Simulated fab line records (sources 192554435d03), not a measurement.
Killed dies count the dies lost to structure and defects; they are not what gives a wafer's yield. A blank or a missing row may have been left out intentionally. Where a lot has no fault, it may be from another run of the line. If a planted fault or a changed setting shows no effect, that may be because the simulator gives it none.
Split-lot trial | flow n5-finfet | route with 1938 steps; 7 lots, 21 wafers read

== THE SPLIT ITSELF ==
At N5_MIM_TOP_LITHO_EXPOSE_05 (exposes mask MIM TOP, target cd 2000 nm), the setting dose-mj was moved away from the recipe's 20.5 on 5 of the 21 wafers read, by -7.0% to -4.8%. This setting was run at the recipe's value on the other wafers.

== FROM THE SPLIT TO THE READING: what the file shows between them, 3 steps ==
- N5_MIM_TOP_LITHO_PEB_06
- N5_MIM_TOP_LITHO_DEVELOP_07: develop time 60 s
- N5_MIM_TOP_LITHO_HARDBAKE_09: time 120 s

== THE READING ==
Shown in nm: cd-nm at N5_MIM_TOP_LITHO_CD_MEAS_08, with target cd 2000 nm. Typical for fault-free wafers on this fab line: 2000.8 nm, with standard deviation 1.9 nm.

wafer  | tool, chamber at the split | dose-mj as run | against the recipe | cd-nm, nm | against lot-mates on the recipe
L074.2 | krf-scanner-02, 0          | 20.5           | recipe             | 2001.6    | -
L074.5 | krf-scanner-02, 0          | 20.5           | recipe             | 2005.3    | -
L074.6 | krf-scanner-02, 0          | 20.5           | recipe             | 2003.2    | -
L076.2 | krf-scanner-01, 0          | 20.5           | recipe             | 1999.3    | -
L076.3 | krf-scanner-01, 0          | 20.5           | recipe             | 2001.1    | -
L076.5 | krf-scanner-01, 0          | 19.36          | -5.6%              | 2011.7    | +11.5
L078.1 | krf-scanner-01, 0          | 19.51          | -4.8%              | 2008.6    | no lot-mate on the recipe
L078.2 | krf-scanner-01, 0          | 19.51          | -4.8%              | 2009.0    | no lot-mate on the recipe
L078.6 | krf-scanner-01, 0          | 19.51          | -4.8%              | 2014.7    | no lot-mate on the recipe
L085.4 | krf-scanner-01, 0          | 20.5           | recipe             | 1998.6    | -
L085.5 | krf-scanner-01, 0          | 20.5           | recipe             | 1998.5    | -
L085.6 | krf-scanner-01, 0          | 19.06          | -7.0%              | 2012.4    | +13.9
L089.3 | krf-scanner-01, 0          | 20.5           | recipe             | 1998.7    | -
L089.4 | krf-scanner-01, 0          | 20.5           | recipe             | 1997.8    | -
L089.5 | krf-scanner-01, 0          | 20.5           | recipe             | 2001.0    | -
L092.3 | krf-scanner-01, 0          | 20.5           | recipe             | 1997.5    | -
L092.4 | krf-scanner-01, 0          | 20.5           | recipe             | 1998.6    | -
L092.6 | krf-scanner-01, 0          | 20.5           | recipe             | 2000.8    | -
L094.1 | krf-scanner-02, 0          | 20.5           | recipe             | 1996.4    | -
L094.2 | krf-scanner-02, 0          | 20.5           | recipe             | 2001.7    | -
L094.6 | krf-scanner-02, 0          | 20.5           | recipe             | 2000.8    | -

THE FIT
A straight line over all 21 wafers: cd-nm changes by -2.03 nm for each +1% of dose-mj; r = -0.90; the points scatter about the line by 2.4 nm.
The same after taking each lot's own level away (the mean of its wafers on the recipe; 18 wafers): -2.01 nm for each +1%; r = -0.94; scatter 1.5 nm.
On that fit, the largest move of dose-mj shifts the reading by 14 nm.
Measured against the standard deviation above, the lots' own levels, which go from 1998.55 to 2003.37 nm, span 2.5 times it.
Consequently the slope shifts little with the lot-to-lot level, the two slopes agreeing.
Check: +14.5 nm against its lot-mates is what the line predicts for one of the wafers moved furthest among these (-7.0%) when that wafer is left out of the fit. It came out at +13.9 nm against them.

== ADDITIONAL SPLITS CARRIED BY THESE WAFERS ==
Other splits were also applied to these wafers ahead of the reading. Each is held against what the fit with the lots' levels taken away leaves over:
other split on the same wafers    | wafers away from the commonest value | r with cd-nm (lot level and that fit taken away)
N5_BEOL_M13_EXPOSE_25 dose-mj     | 7                                    | -0.02
N5_BEOL_M14_TRENCH_ETCH_34 time-s | 10                                   | +0.11
N5_BEOL_M14_SPUTTER_43 power-w    | 9                                    | +0.10
N5_MIM_BOT_SPUTTER_00 time-s      | 5                                    | +0.27

== THE WHOLE CHAIN: every reading that the file lists as answering this split, in the file's order ==
step                        | what it does             | reading                                                              | change (the file's fit)              | r (the file's)
N5_MIM_TOP_LITHO_CD_MEAS_08 | target cd 2000 nm        | cd-nm                                                                | -2 nm for each +1% of the setting    | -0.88
N5_MIM_TOP_LITHO_DESCUM_10  | chemistry O2, time 7.9 s | MIM_TOP_LITHO.cd-nm (the simulator's own value, which no gauge read) | -1.96 nm for each +1% of the setting | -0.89

== FILE'S OWN FIT ==
cd-nm changes by -2 nm for each +1% of dose-mj, r = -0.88.
